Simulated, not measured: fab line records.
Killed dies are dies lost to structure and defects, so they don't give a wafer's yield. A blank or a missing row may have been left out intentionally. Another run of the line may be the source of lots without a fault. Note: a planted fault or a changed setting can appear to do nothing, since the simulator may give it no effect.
Matching of chambers ; flow nand-harc ; NHARC_A_SGD_CUT_CMP_21 on cmp-04: 4 sister chambers
The step polishes, target thk 148.19 nm. 4 wafers are shown with their chamber, then 10 later ones without.

== EACH WAFER AND ITS CHAMBER ==
wafer;chamber;motor-current-A (A)
L085.4;0;13.8
L087.2;1;13.2
L087.3;2;15.3
L089.5;3;11.1

== WAFERS WITH NO CHAMBER GIVEN ==
wafer;motor-current-A (A)
L089.6;14.6
L091.2;11.9
L091.3;12.9
L091.4;12.9
L095.1;13.6
L095.2;15.1
L095.4;12.7
L097.1;13.5
L097.2;13.2
L097.5;11.5

== WHICH CHAMBER EACH WENT THROUGH ==
wafer;from the rows above;in truth
L089.6;can't be placed: 2 or 0 or 1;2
L091.2;can't be placed: 3 or 1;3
L091.3;can't be placed: 1 or 0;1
L091.4;can't be placed: 1 or 0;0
L095.1;can't be placed: 0 or 1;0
L095.2;2;2
L095.4;can't be placed: 1 or 0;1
L097.1;can't be placed: 0 or 1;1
L097.2;can't be placed: 1 or 0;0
L097.5;3;3
Correctly placed: 2 of 10. Cannot be placed on the basis of these rows: 8; the candidates contain the true chamber in 8. Wrongly placed: 0.
How it was worked out, from the rows above alone: a wafer's distance from a chamber is the root of the sum, over the readings, of the square of ((its reading less the chamber's mean) divided by the reading's scatter). The wafer belongs to the nearest chamber; if the next one is less than 2 further off, it can't be placed. Each chamber's mean is taken over the wafers shown for it. The scatter: with one shown wafer a chamber, the root of the mean of the squares of how far each hidden wafer lies from its nearest shown one.
